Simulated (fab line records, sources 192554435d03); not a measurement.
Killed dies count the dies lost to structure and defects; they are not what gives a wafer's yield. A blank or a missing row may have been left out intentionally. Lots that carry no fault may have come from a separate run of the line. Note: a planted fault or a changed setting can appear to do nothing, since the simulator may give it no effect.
Chamber matching | flow n5 finfet | cvd co-01 running N5_BEOL_M1_CO_CAP_55: 3 sister chambers
The step material Co, precursor CCTBA/H2, target thk 2 nm, time 102.1 s. 14 wafers are shown with their chamber, then 6 later ones without.

WAFERS PAIRED WITH THEIR CHAMBERS
wafer  | chamber | heater power w (W) | run length s (s)
L131.1 | 2       | 225                | 125.5
L131.3 | 0       | 271                | 124.6
L131.5 | 0       | 275                | 125.0
L132.1 | 2       | 227                | 126.1
L132.4 | 2       | 228                | 125.8
L132.6 | 2       | 227                | 125.8
L135.1 | 2       | 233                | 125.4
L135.3 | 1       | 286                | 124.8
L135.6 | 0       | 274                | 124.7
L147.1 | 1       | 280                | 125.0
L147.6 | 0       | 270                | 124.5
L148.1 | 1       | 284                | 125.2
L148.4 | 0       | 268                | 124.4
L148.6 | 1       | 288                | 125.1

SIGNATURES (means of the wafers above)
reading        | chamber 0 | chamber 1 | chamber 2 | scatter within a chamber
heater power w | 271.60    | 284.50    | 228.00    | 3.08
run length s   | 124.640   | 125.025   | 125.720   | 0.235
Rule: a wafer's distance from a chamber is the root of the sum, over the readings, of the square of ((its reading less the chamber's mean) divided by the reading's scatter). If the next closest chamber is less than 2 further off than the closest, the wafer can't be placed; otherwise it belongs to the closest. The scatter: take each reading less its chamber's mean, square it, sum over the shown wafers, divide by the number of wafers less the number of chambers, and take the root.

WAFERS WHOSE CHAMBER IS MISSING
wafer  | heater power w (W) | run length s (s)
L149.2 | 226                | 126.1
L149.3 | 285                | 125.3
L149.6 | 223                | 125.5
L154.1 | 230                | 125.8
L154.3 | 278                | 125.1
L154.4 | 277                | 124.4

THE CHAMBER EACH PASSED THROUGH
wafer  | from the rows above     | in truth
L149.2 | 2                       | 2
L149.3 | 1                       | 1
L149.6 | 2                       | 2
L154.1 | 2                       | 2
L154.3 | can't be placed: 1 or 0 | 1
L154.4 | can't be placed: 0 or 1 | 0
Correctly placed: 4 of 6. Not placeable from these rows: 2 (in 2, the candidates include the true chamber). Wrongly placed: 0.
